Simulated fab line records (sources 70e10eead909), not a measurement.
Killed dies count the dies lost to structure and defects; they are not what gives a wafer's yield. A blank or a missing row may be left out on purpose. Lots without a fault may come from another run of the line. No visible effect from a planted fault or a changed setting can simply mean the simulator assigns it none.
Matching of chambers ; flow nand_harc ; 4 sister chambers for NHARC_P_BONDPAD_ACTIVATE_29 on rie_diel-04
The step chemistry N2, time 60 s. 4 wafers are shown with their chamber, then 12 later ones without.

EACH WAFER AND ITS CHAMBER
wafer;chamber;drypump_motor_current_A (A)
L092.1;1;5.9
L092.2;0;4.8
L093.3;3;6.2
L093.6;2;5.6

WAFERS WHOSE CHAMBER IS MISSING
wafer;drypump_motor_current_A (A)
L094.2;5.9
L094.3;5.7
L094.4;4.8
L095.3;5.9
L095.5;5.7
L095.6;5.9
L096.1;4.8
L096.5;5.9
L096.6;5.6
L097.1;5.6
L097.2;4.9
L097.3;5.9

WHICH CHAMBER EACH WENT THROUGH
wafer;from the rows above;in truth
L094.2;1;1
L094.3;can't be placed: 2 or 1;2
L094.4;0;0
L095.3;1;1
L095.5;can't be placed: 2 or 1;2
L095.6;1;1
L096.1;0;0
L096.5;1;1
L096.6;2;2
L097.1;2;2
L097.2;0;0
L097.3;1;1
Correct placement for 10 of the 12. Cannot be placed on the basis of these rows: 2; the candidates contain the true chamber in 2. Placed wrongly: 0.
How it was worked out, from the rows above alone: a wafer's distance from a chamber is the root of the sum, over the readings, of the square of ((its reading less the chamber's mean) divided by the reading's scatter). The wafer belongs to the nearest chamber; if the next one is less than 2 further off, it can't be placed. For every chamber, the mean is computed from those of its wafers that are shown. The scatter: with one shown wafer a chamber, the root of the mean of the squares of how far each hidden wafer lies from its nearest shown one.
